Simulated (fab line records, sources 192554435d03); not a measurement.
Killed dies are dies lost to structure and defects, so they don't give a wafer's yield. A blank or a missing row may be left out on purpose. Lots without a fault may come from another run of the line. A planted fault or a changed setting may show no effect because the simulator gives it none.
Chamber matching | flow n5_finfet | N5_FIN_SAQP_SPACER1_ETCHBACK_25 on rie_diel-06: 4 sister chambers
The step etches SiO2 in CHF3/O2, target depth 24.4 nm, time 12.2 s. 4 wafers are shown with their chamber, then 8 later ones without.

WAFERS WITH THEIR CHAMBER
wafer  | chamber | rf_vpp_V (V)
L089.6 | 3       | 517
L092.1 | 1       | 546
L092.5 | 2       | 512
L093.1 | 0       | 518

WAFERS WITHOUT THEIR CHAMBER
wafer  | rf_vpp_V (V)
L093.2 | 546
L093.5 | 514
L094.1 | 515
L094.2 | 546
L094.4 | 516
L096.2 | 515
L096.5 | 545
L096.6 | 512

WHICH CHAMBER EACH WENT THROUGH
wafer  | from the rows above          | in truth
L093.2 | 1                            | 1
L093.5 | can't be placed: 2 or 3 or 0 | 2
L094.1 | can't be placed: 3 or 0 or 2 | 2
L094.2 | 1                            | 1
L094.4 | can't be placed: 3 or 0      | 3
L096.2 | can't be placed: 3 or 0 or 2 | 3
L096.5 | 1                            | 1
L096.6 | 2                            | 2
Placed correctly: 4 of 8. Can't be placed from these rows: 4 (the true chamber is among the candidates in 4). Placed wrongly: 0.
How it was worked out, from the rows above alone: a wafer's distance from a chamber is the root of the sum, over the readings, of the square of ((its reading less the chamber's mean) divided by the reading's scatter). The wafer belongs to the nearest chamber; if the next one is less than 2 further off, it can't be placed. A chamber's mean is the mean of its shown wafers. The scatter: with one shown wafer a chamber, the root of the mean of the squares of how far each hidden wafer lies from its nearest shown one.
